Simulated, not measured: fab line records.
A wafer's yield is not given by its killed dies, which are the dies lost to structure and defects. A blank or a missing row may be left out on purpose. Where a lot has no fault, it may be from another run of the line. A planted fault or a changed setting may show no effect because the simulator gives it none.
Chamber matching :: flow n5 finfet :: pecvd-01 running N5_BEOL_M9_PECVD_70: 3 sister chambers
The step deposits SiO2 from TEOS/O2, target thk 20 nm, time 22.7 s. 16 wafers are shown with their chamber, then 7 later ones without.

## WAFERS WITH THEIR CHAMBER
wafer: L562.1
chamber: 2
throttle valve pct (%): 20.6
heater power w (W): 769
showerhead plenum p Torr (Torr): 8.85

wafer: L562.3
chamber: 1
throttle valve pct (%): 21.3
heater power w (W): 671
showerhead plenum p Torr (Torr): 8.85

wafer: L568.1
chamber: 2
throttle valve pct (%): 20.7
heater power w (W): 763
showerhead plenum p Torr (Torr): 8.82

wafer: L568.2
chamber: 1
throttle valve pct (%): 21.3
heater power w (W): 637
showerhead plenum p Torr (Torr): 8.83

wafer: L568.6
chamber: 1
throttle valve pct (%): 21.1
heater power w (W): 633
showerhead plenum p Torr (Torr): 8.86

wafer: L570.1
chamber: 2
throttle valve pct (%): 20.4
heater power w (W): 712
showerhead plenum p Torr (Torr): 8.81

wafer: L570.2
chamber: 0
throttle valve pct (%): 22.9
heater power w (W): 883
showerhead plenum p Torr (Torr): 8.73

wafer: L570.5
chamber: 1
throttle valve pct (%): 21.3
heater power w (W): 600
showerhead plenum p Torr (Torr): 8.87

wafer: L574.1
chamber: 1
throttle valve pct (%): 21.3
heater power w (W): 588
showerhead plenum p Torr (Torr): 8.87

wafer: L574.2
chamber: 2
throttle valve pct (%): 20.4
heater power w (W): 759
showerhead plenum p Torr (Torr): 8.81

wafer: L574.6
chamber: 1
throttle valve pct (%): 21.5
heater power w (W): 602
showerhead plenum p Torr (Torr): 8.89

wafer: L578.1
chamber: 1
throttle valve pct (%): 21.6
heater power w (W): 586
showerhead plenum p Torr (Torr): 8.83

wafer: L578.2
chamber: 2
throttle valve pct (%): 20.9
heater power w (W): 776
showerhead plenum p Torr (Torr): 8.83

wafer: L578.5
chamber: 1
throttle valve pct (%): 21.4
heater power w (W): 614
showerhead plenum p Torr (Torr): 8.86

wafer: L580.1
chamber: 0
throttle valve pct (%): 23.0
heater power w (W): 840
showerhead plenum p Torr (Torr): 8.71

wafer: L580.2
chamber: 2
throttle valve pct (%): 20.9
heater power w (W): 819
showerhead plenum p Torr (Torr): 8.79

SIGNATURES (means of the wafers above)
reading: throttle valve pct
chamber 0: 22.950
chamber 1: 21.350
chamber 2: 20.650
scatter within a chamber: 0.18

reading: heater power w
chamber 0: 861.50
chamber 1: 616.38
chamber 2: 766.33
scatter within a chamber: 31.3

reading: showerhead plenum p Torr
chamber 0: 8.7200
chamber 1: 8.8575
chamber 2: 8.8183
scatter within a chamber: 0.0201
Rule: a wafer lies at a distance from a chamber equal to the root of the sum of squares, over the readings, of (its reading less the chamber's mean, divided by the reading's scatter). If the next closest chamber is less than 2 further off than the closest, the wafer can't be placed; otherwise it belongs to the closest. How the scatter is found: for the shown wafers, subtract from each reading the mean of its chamber, square and add these, divide the total by (wafers less chambers), then take the root.

## WAFERS WITH NO CHAMBER GIVEN
wafer: L580.6
throttle valve pct (%): 23.0
heater power w (W): 847
showerhead plenum p Torr (Torr): 8.74

wafer: L585.1
throttle valve pct (%): 23.2
heater power w (W): 779
showerhead plenum p Torr (Torr): 8.74

wafer: L585.3
throttle valve pct (%): 21.3
heater power w (W): 714
showerhead plenum p Torr (Torr): 8.86

wafer: L585.6
throttle valve pct (%): 23.1
heater power w (W): 775
showerhead plenum p Torr (Torr): 8.76

wafer: L583.2
throttle valve pct (%): 21.2
heater power w (W): 694
showerhead plenum p Torr (Torr): 8.85

wafer: L583.3
throttle valve pct (%): 23.1
heater power w (W): 740
showerhead plenum p Torr (Torr): 8.74

wafer: L583.6
throttle valve pct (%): 21.6
heater power w (W): 702
showerhead plenum p Torr (Torr): 8.87

## EACH ONE'S CHAMBER
wafer: L580.6
from the rows above: 0
in truth: 0

wafer: L585.1
from the rows above: 0
in truth: 0

wafer: L585.3
from the rows above: can't be placed: 1 or 2
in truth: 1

wafer: L585.6
from the rows above: 0
in truth: 0

wafer: L583.2
from the rows above: can't be placed: 1 or 2
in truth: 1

wafer: L583.3
from the rows above: 0
in truth: 0

wafer: L583.6
from the rows above: 1
in truth: 1
Placed correctly: 5 of 7. From these rows, 2 cannot be placed; in 2 the true chamber is one of the candidates. Wrongly placed: 0.
